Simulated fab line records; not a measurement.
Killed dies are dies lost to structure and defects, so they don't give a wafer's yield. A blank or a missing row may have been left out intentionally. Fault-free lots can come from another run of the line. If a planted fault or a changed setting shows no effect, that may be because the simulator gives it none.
fab line records | flow nandHarc
record lots=12 | wafers=36 | lastDay=33
route steps=1302 shown A_CONTACT@1102 A_BLC@1118 A_M0@1144
lots that met no fault: taken from a fault-free run of the same line
startH: hours from the record's opening day to when the first of the lot's shown wafers began | waitH: hours elapsed since this lot's preceding step | " identical to the entry in the row above | L1.1+2: one row covering several wafers at once | - value missing, or start not given | * or withheld: withheld | < > ~ a bound
route shown NAME@n: names a module that has steps shown in the file, with the first one's number in the route | usual: average and standard deviation across the fault-free wafers | same: alike in all rows | chamber/n: place in a boat | sites: readings site by site | _std_site: how widely they spread, as a standard deviation | _edge_site: the outer-site mean with the inner-site mean subtracted | radiusMm: for every site, how far away it sits from the centre of the wafer | mask NAME#n: copy n | behind: the last tool/chamber to shape the wafer | hold: why the lot went on hold/how many hours it stayed there/how the hold came to an end | device: whichever transistor did not switch (one of n, p or np) | end of line: tests of these same wafers at the route's end | a step given without rows: its recipe and nothing more | killed: count of dies lost to structure and defects at first sort (not the wafer's yield) | map: dies across one wafer; x = killed, . = not, _ = none there
set.NAME: the setting that was run; set.NAME@STEP: the one run at that earlier step | model.NAME: the simulator's own value behind a step, which no gauge read
a sample of lots followed through the steps of the route, with each step as a table and each wafer as a row
services: a tool's chamber out of use, with start hour (startH, from the record's first day; less than 0 if before it), hours out, and reason
## steps
# step NHARC_A_CONTACT_CVD_19
# recipe targetThkA=3000 | tempC=300 | pressureTorr=40 | wf6FlowSccm=40 | h2FlowSccm=1600 | arFlowSccm=1560 | timeS=802 | material=W
# usual heaterPowerW=441/26 | throttleValvePct=8.22/0.27
lot.wafer | tool    | chamber | startH | waitH | heaterPowerW | throttleValvePct
L108.1    | cvdW-01 | 1       | -      | -     | 480          | 8.51
L108.2    | "       | 0       | "      | "     | 425          | 8.40
L108.5    | "       | 0       | "      | "     | 404          | 8.74
L109.1    | cvdW-01 | 1       | -      | -     | 486          | 8.39
L109.4    | "       | 0       | "      | "     | 425          | 8.55
L109.6    | "       | 0       | "      | "     | 422          | 8.44
L112.2    | cvdW-01 | 1       | -      | -     | 480          | 8.33
L112.1    | "       | 0       | "      | "     | 406          | 8.31
L112.6    | "       | 0       | "      | "     | 405          | 8.50
L110.2    | cvdW-02 | 1       | -      | -     | 403          | 8.19
L110.4    | "       | 1       | "      | "     | 396          | 8.11
L110.3    | "       | 0       | "      | "     | 427          | 8.21
L113.2    | cvdW-01 | 0       | -      | -     | 444          | 8.26
L113.6    | "       | 0       | "      | "     | 440          | 8.40
L113.5    | "       | 1       | "      | "     | 457          | 8.47
L116.2    | cvdW-02 | 0       | -      | -     | 430          | 8.37
L116.4    | "       | 0       | "      | "     | 425          | 8.29
L116.5    | "       | 0       | "      | "     | 430          | 8.32
L123.2    | cvdW-02 | 1       | -      | -     | 409          | 7.83
L123.4    | "       | 0       | "      | "     | 454          | 8.01
L123.5    | "       | 0       | "      | "     | 461          | 7.88
L124.2    | cvdW-02 | 1       | -      | -     | 396          | 7.97
L124.6    | "       | 1       | "      | "     | 402          | 7.91
L124.5    | "       | 0       | "      | "     | 453          | 7.83
L126.1    | cvdW-01 | 0       | -      | -     | 443          | 8.32
L126.4    | "       | 1       | "      | "     | 447          | 8.47
L126.6    | "       | 1       | "      | "     | 458          | 8.71
L129.3    | cvdW-01 | 1       | -      | -     | 455          | 8.58
L129.4    | "       | 0       | "      | "     | 441          | 8.45
L129.5    | "       | 0       | "      | "     | 451          | 8.42
L128.1    | cvdW-02 | 0       | -      | -     | 451          | 8.10
L128.3    | "       | 0       | "      | "     | 461          | 7.97
L128.6    | "       | 0       | "      | "     | 469          | 8.18
L131.3    | cvdW-02 | 0       | -      | -     | 469          | 8.01
L131.4    | "       | 1       | "      | "     | 402          | 7.91
L131.6    | "       | 0       | "      | "     | 464          | 7.89
# step NHARC_A_BLC_OVL_MEAS_11
# usual overlayXNm=-0.2/0.8 | overlayYNm=-0.3/0.83
lot.wafer | tool       | chamber | startH | waitH | overlayXNm | overlayYNm
L108.1    | overlay-02 | -       | 529.14 | -     | -0.8       | -1.1
L108.2    | "          | -       | "      | "     | -1.2       | -0.9
L108.5    | "          | -       | "      | "     | -1.2       | -1.1
L109.1    | overlay-01 | -       | 531.66 | -     | -0.8       | -0.4
L109.4    | "          | -       | "      | "     | -0.8       | -0.9
L109.6    | "          | -       | "      | "     | -0.6       | -0.8
L112.1    | overlay-01 | -       | 542.71 | -     | -0.6       | 0.6
L112.2    | "          | -       | "      | "     | -0.6       | 0.2
L112.6    | "          | -       | "      | "     | -1.3       | 0.9
L110.2    | overlay-01 | -       | 545.02 | -     | -1.3       | -0.3
L110.3    | "          | -       | "      | "     | -1.0       | -0.3
L110.4    | "          | -       | "      | "     | -1.1       | -0.1
L113.2    | overlay-01 | -       | 584.98 | -     | -0.1       | 0.1
L113.5    | "          | -       | "      | "     | -0.1       | 0.3
L113.6    | "          | -       | "      | "     | 0.1        | 0.6
L116.2    | overlay-02 | -       | 607.68 | -     | 1.4        | 1.2
L116.4    | "          | -       | "      | "     | 1.6        | 1.2
L116.5    | "          | -       | "      | "     | 1.4        | 1.1
L123.2    | overlay-01 | -       | 668.30 | -     | 1.1        | -1.1
L123.4    | "          | -       | "      | "     | 0.5        | -0.6
L123.5    | "          | -       | "      | "     | 0.9        | -0.7
L124.2    | overlay-01 | -       | 689.60 | -     | -0.2       | -0.8
L124.5    | "          | -       | "      | "     | -0.6       | -0.5
L124.6    | "          | -       | "      | "     | -0.3       | 0.0
L126.1    | overlay-02 | -       | 691.35 | -     | -0.1       | -0.1
L126.4    | "          | -       | "      | "     | 0.3        | -0.2
L126.6    | "          | -       | "      | "     | 0.4        | -0.2
L129.3    | overlay-02 | -       | 724.47 | -     | 1.1        | 0.3
L129.4    | "          | -       | "      | "     | 1.8        | 0.8
L129.5    | "          | -       | "      | "     | 1.0        | 0.6
L128.1    | overlay-02 | -       | 726.50 | -     | 0.4        | -1.3
L128.3    | "          | -       | "      | "     | 0.7        | -0.5
L128.6    | "          | -       | "      | "     | 0.4        | -1.2
L131.3    | overlay-01 | -       | 739.51 | -     | -0.4       | -1.2
L131.4    | "          | -       | "      | "     | -0.1       | -0.8
L131.6    | "          | -       | "      | "     | -1.2       | -1.0
# step NHARC_A_BLC_DESCUM_15
# recipe timeS=3 | o2FlowSccm=200 | arFlowSccm=0 | biasPowerW=0 | chemistry=O2
# usual drypumpMotorCurrentA=5.9/0.61 | oesProductAu=1.000/0.0093 | rfVppV=57.6/0.85 | showerheadPlenumPTorr=1.84/0.054 | throttleValvePct=11.312/0.0096
lot.wafer | tool       | chamber | startH | waitH | drypumpMotorCurrentA | oesProductAu | rfHoursCounterH | rfVppV | showerheadPlenumPTorr | throttleValvePct
L108.1    | rieDiel-08 | 1       | 529.24 | 0.1   | 6.5                  | 0.984        | 14              | 58.1   | 1.83                  | 11.311
L108.2    | "          | 3       | "      | "     | 5.7                  | 0.986        | 11              | 58.5   | 1.97                  | 11.292
L108.5    | "          | 1       | "      | "     | 6.5                  | 0.992        | -               | 56.7   | 1.83                  | 11.308
L109.1    | rieDiel-09 | 2       | 531.76 | 0.1   | 5.2                  | 0.983        | 5               | 57.6   | 1.84                  | 11.320
L109.4    | "          | 3       | "      | "     | 5.6                  | 1.010        | 7               | 58.6   | 1.95                  | 11.298
L109.6    | "          | 2       | "      | "     | 5.2                  | 0.984        | -               | 56.8   | 1.84                  | 11.307
L112.1    | rieDiel-06 | 0       | 542.81 | 0.1   | 6.8                  | 1.002        | 3               | 57.6   | 1.83                  | 11.318
L112.2    | "          | 2       | "      | "     | 6.0                  | 1.020        | 3               | 58.4   | 1.87                  | 11.318
L112.6    | "          | 1       | "      | "     | 6.3                  | 1.002        | -               | 57.2   | 1.78                  | 11.310
L110.2    | rieDiel-06 | 2       | 545.11 | 0.1   | 6.0                  | 1.006        | 4               | 59.5   | 1.88                  | 11.310
L110.4    | "          | 3       | "      | "     | 4.9                  | 1.000        | 3               | 57.0   | 1.79                  | 11.311
L110.3    | "          | 0       | "      | "     | 6.8                  | 0.991        | 3               | 57.7   | 1.83                  | 11.311
L113.2    | rieDiel-08 | 0       | 585.10 | 0.1   | 5.1                  | 0.994        | 4               | 56.1   | 1.85                  | 11.312
L113.6    | "          | 1       | "      | "     | 6.5                  | 0.995        | -               | 57.0   | 1.83                  | 11.311
L113.5    | "          | 2       | "      | "     | 5.9                  | 0.977        | -               | 59.0   | 1.88                  | 11.312
L116.4    | rieDiel-08 | 2       | 607.79 | 0.1   | 6.0                  | 0.990        | 6               | 57.3   | 1.87                  | 11.312
L116.2    | "          | 0       | "      | "     | 5.0                  | 1.006        | 6               | 57.2   | 1.85                  | 11.321
L116.5    | "          | 1       | "      | "     | 6.5                  | 1.001        | -               | 57.4   | 1.83                  | 11.312
L123.4    | rieDiel-08 | 3       | 668.41 | 0.1   | 5.7                  | 0.990        | 12              | 59.2   | 1.97                  | 11.324
L123.2    | "          | 0       | "      | "     | 5.1                  | 1.017        | 12              | 58.7   | 1.85                  | 11.311
L123.5    | "          | 2       | "      | "     | 5.9                  | 0.991        | -               | 58.4   | 1.87                  | 11.313
L124.2    | rieDiel-09 | 0       | 689.70 | 0.1   | 5.2                  | 1.003        | 0               | 58.7   | 1.86                  | 11.322
L124.5    | "          | 0       | "      | "     | 5.2                  | 1.012        | -               | 57.9   | 1.86                  | 11.280
L124.6    | "          | 1       | "      | "     | 6.0                  | 1.002        | -               | 58.8   | 1.96                  | 11.288
L126.4    | rieDiel-08 | 1       | 691.45 | 0.1   | 6.5                  | 1.000        | 13              | 57.9   | 1.83                  | 11.306
L126.1    | "          | 0       | "      | "     | 5.0                  | 1.008        | 13              | 56.7   | 1.85                  | 11.308
L126.6    | "          | 2       | "      | "     | 5.9                  | 0.995        | -               | 58.2   | 1.87                  | 11.302
L129.3    | rieDiel-06 | 1       | 724.58 | 0.1   | 6.3                  | 0.995        | 3               | 58.1   | 1.77                  | 11.301
L129.4    | "          | 3       | "      | "     | 4.9                  | 0.980        | 4               | 57.8   | 1.79                  | 11.322
L129.5    | "          | 1       | "      | "     | 6.2                  | 0.997        | -               | 56.4   | 1.77                  | 11.309
L128.1    | rieDiel-06 | 2       | 726.61 | 0.1   | 6.0                  | 1.001        | 4               | 58.2   | 1.87                  | 11.315
L128.3    | "          | 3       | "      | "     | 4.9                  | 0.993        | 4               | 56.9   | 1.79                  | 11.302
L128.6    | "          | 1       | "      | "     | 6.2                  | 0.995        | -               | 57.1   | 1.77                  | 11.327
L131.4    | rieDiel-06 | 1       | 739.61 | 0.1   | 6.2                  | 1.005        | 4               | 57.1   | 1.77                  | 11.316
L131.3    | "          | 3       | "      | "     | 4.9                  | 0.995        | 5               | 59.1   | 1.79                  | 11.315
L131.6    | "          | 1       | "      | "     | 6.2                  | 0.998        | -               | 58.0   | 1.77                  | 11.322
# step NHARC_A_M0_EXPOSE_06
# recipe na=1.35 | targetCdNm=80 | doseMj=83.25 | maskId=A_M0
# usual exposureDoseMJCm2=83.25/0.083
lot.wafer | tool           | chamber | startH | waitH | mask   | exposureDoseMJCm2
L108.1    | arfiScanner-03 | 0       | 532.94 | -     | A_M0#0 | 83.41
L108.2    | "              | 0       | "      | "     | A_M0#0 | 83.43
L108.5    | "              | 0       | "      | "     | A_M0#0 | 83.36
L109.1    | arfiScanner-03 | 0       | 535.35 | -     | A_M0#0 | 83.23
L109.4    | "              | 0       | "      | "     | A_M0#0 | 83.27
L109.6    | "              | 0       | "      | "     | A_M0#0 | 83.21
L112.1    | arfiScanner-02 | 0       | 546.51 | -     | A_M0#0 | 83.31
L112.2    | "              | 0       | "      | "     | A_M0#0 | 83.41
L112.6    | "              | 0       | "      | "     | A_M0#0 | 83.32
L110.2    | arfiScanner-01 | 0       | 548.83 | -     | A_M0#0 | 83.31
L110.3    | "              | 0       | "      | "     | A_M0#0 | 83.19
L110.4    | "              | 0       | "      | "     | A_M0#0 | 83.28
L113.2    | arfiScanner-01 | 0       | 588.70 | -     | A_M0#0 | 83.25
L113.5    | "              | 0       | "      | "     | A_M0#0 | 83.18
L113.6    | "              | 0       | "      | "     | A_M0#0 | 83.27
L116.2    | arfiScanner-01 | 0       | 611.55 | -     | A_M0#0 | 83.15
L116.4    | "              | 0       | "      | "     | A_M0#0 | 83.16
L116.5    | "              | 0       | "      | "     | A_M0#0 | 83.16
L123.2    | arfiScanner-03 | 0       | 671.98 | -     | A_M0#0 | 95.95
L123.4    | "              | 0       | "      | "     | A_M0#0 | 95.78
L123.5    | "              | 0       | "      | "     | A_M0#0 | 95.90
L124.2    | arfiScanner-03 | 0       | 693.29 | -     | A_M0#0 | 93.37
L124.5    | "              | 0       | "      | "     | A_M0#0 | 93.43
L124.6    | "              | 0       | "      | "     | A_M0#0 | 93.39
L126.1    | arfiScanner-03 | 0       | 695.07 | -     | A_M0#0 | 91.27
L126.4    | "              | 0       | "      | "     | A_M0#0 | 91.33
L126.6    | "              | 0       | "      | "     | A_M0#0 | 91.34
L129.3    | arfiScanner-01 | 0       | 728.29 | -     | A_M0#0 | 83.23
L129.4    | "              | 0       | "      | "     | A_M0#0 | 83.19
L129.5    | "              | 0       | "      | "     | A_M0#0 | 83.14
L128.1    | arfiScanner-01 | 0       | 730.64 | -     | A_M0#0 | 83.20
L128.3    | "              | 0       | "      | "     | A_M0#0 | 83.20
L128.6    | "              | 0       | "      | "     | A_M0#0 | 83.24
L131.3    | arfiScanner-01 | 0       | 743.33 | -     | A_M0#0 | 83.32
L131.4    | "              | 0       | "      | "     | A_M0#0 | 83.37
L131.6    | "              | 0       | "      | "     | A_M0#0 | 83.20
# step NHARC_A_M0_CD_MEAS_09
# recipe targetCdNm=80 | landingEnergyEv=500
# usual cdNm=80.1/0.57
lot.wafer | tool     | chamber | startH | waitH | cdNm
L108.1    | cdSem-02 | 0       | 533.08 | -     | 81.1
L108.2    | "        | 0       | "      | "     | 80.1
L108.5    | "        | 0       | "      | "     | 79.5
L109.1    | cdSem-02 | 0       | 535.49 | -     | 80.9
L109.4    | "        | 0       | "      | "     | 80.5
L109.6    | "        | 0       | "      | "     | 80.4
L112.1    | cdSem-01 | 0       | 546.65 | -     | 79.9
L112.2    | "        | 0       | "      | "     | 79.8
L112.6    | "        | 0       | "      | "     | 78.9
L110.2    | cdSem-02 | 0       | 548.97 | -     | 80.2
L110.3    | "        | 0       | "      | "     | 81.2
L110.4    | "        | 0       | "      | "     | 80.7
L113.2    | cdSem-02 | 0       | 588.83 | -     | 79.2
L113.5    | "        | 0       | "      | "     | 80.8
L113.6    | "        | 0       | "      | "     | 79.8
L116.2    | cdSem-03 | 0       | 611.69 | -     | 80.1
L116.4    | "        | 0       | "      | "     | 79.0
L116.5    | "        | 0       | "      | "     | 80.8
L123.2    | cdSem-02 | 0       | 672.12 | -     | 89.9
L123.4    | "        | 0       | "      | "     | 89.7
L123.5    | "        | 0       | "      | "     | 90.0
L124.2    | cdSem-02 | 0       | 693.43 | -     | 87.6
L124.5    | "        | 0       | "      | "     | 87.9
L124.6    | "        | 0       | "      | "     | 87.7
L126.1    | cdSem-02 | 0       | 695.20 | -     | 85.7
L126.4    | "        | 0       | "      | "     | 85.6
L126.6    | "        | 0       | "      | "     | 85.1
L129.3    | cdSem-01 | 0       | 728.42 | -     | 81.1
L129.4    | "        | 0       | "      | "     | 81.0
L129.5    | "        | 0       | "      | "     | 80.6
L128.1    | cdSem-02 | 0       | 730.78 | -     | 80.7
L128.3    | "        | 0       | "      | "     | 80.2
L128.6    | "        | 0       | "      | "     | 81.1
L131.3    | cdSem-03 | 0       | 743.46 | -     | 80.1
L131.4    | "        | 0       | "      | "     | 79.5
L131.6    | "        | 0       | "      | "     | 79.6
# step NHARC_A_M0_CD_MEAS_16
# usual cdNm=79.8/0.67
lot.wafer | tool     | chamber | startH | waitH | cdNm
L108.1    | cdSem-02 | -       | 533.56 | -     | 80.9
L108.2    | "        | -       | "      | "     | 79.4
L108.5    | "        | -       | "      | "     | 79.7
L109.1    | cdSem-01 | -       | 535.97 | -     | 80.0
L109.4    | "        | -       | "      | "     | 79.1
L109.6    | "        | -       | "      | "     | 79.9
L112.1    | cdSem-01 | -       | 547.18 | -     | 79.9
L112.2    | "        | -       | "      | "     | 79.9
L112.6    | "        | -       | "      | "     | 79.4
L110.2    | cdSem-01 | -       | 549.45 | -     | 80.1
L110.3    | "        | -       | "      | "     | 81.2
L110.4    | "        | -       | "      | "     | 81.1
L113.2    | cdSem-01 | -       | 589.32 | -     | 79.2
L113.5    | "        | -       | "      | "     | 80.7
L113.6    | "        | -       | "      | "     | 79.4
L116.2    | cdSem-03 | -       | 612.18 | -     | 79.6
L116.4    | "        | -       | "      | "     | 78.9
L116.5    | "        | -       | "      | "     | 79.7
L123.2    | cdSem-03 | -       | 672.65 | -     | 89.1
L123.4    | "        | -       | "      | "     | 88.5
L123.5    | "        | -       | "      | "     | 89.9
L124.2    | cdSem-03 | -       | 693.91 | -     | 87.7
L124.5    | "        | -       | "      | "     | 86.8
L124.6    | "        | -       | "      | "     | 87.2
L126.1    | cdSem-01 | -       | 695.69 | -     | 86.5
L126.4    | "        | -       | "      | "     | 85.9
L126.6    | "        | -       | "      | "     | 85.6
L129.3    | cdSem-03 | -       | 728.91 | -     | 80.5
L129.4    | "        | -       | "      | "     | 81.3
L129.5    | "        | -       | "      | "     | 81.6
L128.1    | cdSem-02 | -       | 731.26 | -     | 79.9
L128.3    | "        | -       | "      | "     | 80.2
L128.6    | "        | -       | "      | "     | 80.0
L131.3    | cdSem-03 | -       | 743.96 | -     | 80.6
L131.4    | "        | -       | "      | "     | 79.8
L131.6    | "        | -       | "      | "     | 79.9
## services
tool           | chamber | startH | hours | kind
cvdW-01        | -       | 503.78 | 0.4   | repair
arfiScanner-03 | -       | 510.09 | 0.2   | repair
cvdW-02        | -       | 513.10 | 0.5   | repair
arfiScanner-01 | -       | 516.08 | 0.3   | repair
arfiScanner-01 | -       | 535.71 | 0.7   | repair
arfiScanner-03 | -       | 540.00 | 4.0   | pm
rieDiel-08     | -       | 544.80 | 9.0   | pm
cvdW-01        | -       | 547.02 | 13.0  | pm
arfiScanner-01 | -       | 566.65 | 1.7   | repair
rieDiel-06     | 1       | 568.69 | 5.0   | repair
arfiScanner-03 | -       | 577.89 | 0.9   | repair
rieDiel-06     | 3       | 581.97 | 6.5   | repair
arfiScanner-01 | -       | 596.00 | 4.0   | pm
cvdW-01        | 0       | 619.05 | 10.6  | repair
rieDiel-08     | 2       | 628.38 | 5.5   | repair
cvdW-02        | -       | 631.33 | 13.0  | pm
rieDiel-06     | -       | 644.38 | 0.6   | repair
rieDiel-06     | -       | 661.20 | 9.0   | pm
rieDiel-08     | 1       | 663.81 | 3.3   | repair
arfiScanner-01 | -       | 664.04 | 0.2   | repair
arfiScanner-03 | -       | 712.00 | 4.0   | pm
rieDiel-08     | -       | 721.80 | 9.0   | pm
arfiScanner-03 | -       | 723.61 | 23.1  | repair
cvdW-01        | -       | 728.02 | 13.0  | pm
## key
firstSign step=NHARC_A_M0_EXPOSE_06 | reading=exposureDoseMJCm2 | direction=up | sigmas=99+ | usual=83.25 | struck=93.53
effect step=NHARC_A_M0_CD_MEAS_09 | reading=cdNm | direction=up | sigmas=13 | usual=80.1 | struck=87.7 | through=controlLoop
effect step=NHARC_A_M0_CD_MEAS_16 | reading=cdNm | direction=up | sigmas=11 | usual=79.8 | struck=87.5 | through=controlLoop
metAt NHARC_A_M0_EXPOSE_06
struckLots L123,L124,L126
sortLeftOut L123.2,L123.4,L123.5,L124.2,L124.5,L124.6
loopTrim step=NHARC_A_M0_EXPOSE_06 | setting=dose | lots=L124,L126
notActingAt NHARC_A_CONTACT_CVD_19,NHARC_A_BLC_OVL_MEAS_11,NHARC_A_BLC_DESCUM_15
onsetBetween 535.35 671.98
fault kind=processParameterDrift | tool=arfiScanner-03 | chamber=- | onsetH=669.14 | steps=NHARC_A_M0_EXPOSE_06 | channel=doseMj | offset=12.631 | shape=step | actsIn=theseRecipesOnly | stated=83.25
# sortLeftOut: the simulated sort isn't trusted on such a fault, so these wafers' sort isn't shown, and their yield isn't known
# loopTrim: a control loop set the setting to another value than it would have without faults
